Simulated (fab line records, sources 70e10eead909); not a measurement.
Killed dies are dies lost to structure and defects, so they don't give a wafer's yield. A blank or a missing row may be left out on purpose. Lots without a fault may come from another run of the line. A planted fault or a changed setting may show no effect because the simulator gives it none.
A struck lot beside a sound one | flow nand_harc | 16 steps out of a route of 1302
Sound: wafers L378.3, L378.4, L378.5. Struck: wafers L369.1, L369.2, L369.5. The cause comes at the end.
At each step with rows: each side's tool, then ch and its chambers, then its first start. Under that, the readings that differ: sound wafers | struck wafers | difference of the means | sigmas: that difference in standard deviations of wafers without a fault.
alike: readings whose means differ by less than 2 such deviations, and words and numbers that are the same on both sides. not compared: withheld readings, readings that some wafer has no value for, bounds like >300 that may hide the same value, and numbers for which the record gives no deviation and whose values overlap.
The two part at a step that has a row with sigmas, a row that says differs or no value, or rows on one side only. Numbers that don't overlap but have no deviation are shown without sigmas and don't part them. A reading that every wafer of one side lacks parts them only if that side has two wafers or more.

NHARC_A_ONON_D2_THK_MEAS_05: measures by ellipsometry.
  sound on film_metro-01, day 18 16:23; struck on film_metro-02, day 15 05:32
  alike: thk_nm
then, 1 step without rows for these wafers: NHARC_A_ONON_D2_DEP_06 (target thk 1000 nm).
NHARC_A_ONON_D2_THK_MEAS_08: measures by ellipsometry.
  sound on film_metro-02, day 18 16:57; struck on film_metro-02, day 15 06:06
  alike: thk_nm
then, 1 step without rows for these wafers: NHARC_A_ONON_D2_DEP_09 (target thk 1000 nm).
NHARC_A_ONON_D2_THK_MEAS_11: measures by ellipsometry.
  sound on film_metro-01, day 18 17:31; struck on film_metro-01, day 15 06:40
  reading     | sound          | struck      | difference | sigmas
  thk_nm (nm) | 1009 1006 1005 | 985 983 984 | -23        | -3
then, 1 step without rows for these wafers: NHARC_A_ONON_D2_DEP_12 (target thk 1000 nm).
NHARC_A_ONON_D2_THK_MEAS_14: measures by ellipsometry.
  sound on film_metro-02, day 18 18:05; struck on film_metro-02, day 15 07:14
  reading     | sound          | struck      | difference | sigmas
  thk_nm (nm) | 1024 1023 1023 | 986 986 988 | -37        | -3
then, 2 steps without rows for these wafers: NHARC_A_ONON_D2_ANNEAL_15 (time 3600 s); NHARC_A_ONON_D2_DEP_16 (target thk 1000 nm).
NHARC_A_ONON_D2_THK_MEAS_18: measures by ellipsometry.
  sound on film_metro-01, day 19 01:28; struck on film_metro-02, day 15 15:00
  alike: thk_nm
then, 1 step without rows for these wafers: NHARC_A_ONON_D2_DEP_19 (target thk 1000 nm).
NHARC_A_ONON_D2_THK_MEAS_21: measures by ellipsometry.
  sound on film_metro-01, day 19 02:01; struck on film_metro-01, day 15 15:34
  alike: thk_nm
NHARC_A_ONON_D2_DEP_22: target thk 1000 nm.
  sound on pecvd_onon-02 ch 0, day 19 02:11; struck on pecvd_onon-01 ch 0, day 15 15:37
NHARC_A_ONON_D2_THK_MEAS_24: measures by ellipsometry.
  sound on film_metro-01, day 19 02:35; struck on film_metro-02, day 15 16:08
  reading     | sound          | struck         | difference | sigmas
  thk_nm (nm) | 1006 1008 1009 | 1537 1536 1536 | +529       | +63
then, 1 step without rows for these wafers: NHARC_A_ONON_D2_DEP_25 (target thk 1000 nm).
-- the record jumps here: 11 days lie between the struck wafers' starts before and after (it left off in module A_ONON_D2 and takes up again in module END, whose first step shown is number 1302 of the route) --
NHARC_END_SORT_01:
  the record has rows for the struck wafers here (prober-02 ch 0, day 27 01:44) and none for the sound ones

WHERE THEY PART
First at NHARC_A_ONON_D2_THK_MEAS_11; last, within this record, at NHARC_END_SORT_01.

WHY: what the simulator had put in
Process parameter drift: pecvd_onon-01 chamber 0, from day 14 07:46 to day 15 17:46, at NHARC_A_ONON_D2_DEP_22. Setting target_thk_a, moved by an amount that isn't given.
